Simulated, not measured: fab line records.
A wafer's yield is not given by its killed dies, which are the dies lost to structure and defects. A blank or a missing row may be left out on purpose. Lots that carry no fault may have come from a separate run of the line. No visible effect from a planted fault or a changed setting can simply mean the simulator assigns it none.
Which of the tools did it? || flow n5_finfet || 36 wafers sampled from 12 lots at 1 step of a route of 1938

== WHAT EACH GAUGE READ, for each wafer ==
N5_DUMMY_GATE_CD_MEAS_15: the cd target is 25.8 nm.
{"lot": "L075", "measured": "day 3 03:49", "on": "cd_sem-03", "cd_nm (nm)": "25.30 25.02 25.12"}
{"lot": "L077", "measured": "day 3 15:30", "on": "cd_sem-03", "cd_nm (nm)": "25.25 25.31 25.02"}
{"lot": "L079", "measured": "day 4 05:04", "on": "cd_sem-01", "cd_nm (nm)": "25.02 24.98 25.26"}
{"lot": "L081", "measured": "day 4 17:19", "on": "cd_sem-01", "cd_nm (nm)": "25.36 24.79 25.45"}
{"lot": "L083", "measured": "day 5 03:14", "on": "cd_sem-02", "cd_nm (nm)": "25.16 25.40 25.34"}
{"lot": "L085", "measured": "day 5 18:59", "on": "cd_sem-01", "cd_nm (nm)": "25.18 25.21 24.91"}
{"lot": "L087", "measured": "day 6 02:46", "on": "cd_sem-02", "cd_nm (nm)": "25.34 25.35 25.20"}
{"lot": "L089", "measured": "day 6 15:04", "on": "cd_sem-02", "cd_nm (nm)": "25.47 25.03 25.38"}
{"lot": "L091", "measured": "day 7 05:18", "on": "cd_sem-01", "cd_nm (nm)": "24.94 24.66 25.19"}
{"lot": "L093", "measured": "day 7 16:31", "on": "cd_sem-01", "cd_nm (nm)": "25.07 25.62 25.31"}
{"lot": "L095", "measured": "day 8 03:19", "on": "cd_sem-01", "cd_nm (nm)": "24.64 24.45 24.89"}
{"lot": "L097", "measured": "day 8 15:44", "on": "cd_sem-03", "cd_nm (nm)": "25.25 25.28 25.08"}

== TOOL THAT RAN EACH LOT (tool first, then ch and the chambers of the sampled wafers, then the start) ==
Record: no process step prior to these readings.

== THE ANSWER, worked out from the rows above alone ==
Rule: the usual values come from the lots themselves. The widest of any qualifying gaps counts: lots, ordered by their means at a reading, are off when they make up no more than a third of the lots, leave a main group of 4 or more, and stand apart from it by 3 or more times the standard deviation of that group's means. Not used: any main group whose means are identical at the precision the tables above print for the reading. A lot without any number at a reading at which 4 lots or more have one is off too. Any other lot the step has rows for is counted as sound.
No lot is off at any reading shown: from this, nothing can be told.

== WHAT WAS PUT IN BY THE SIMULATOR ==
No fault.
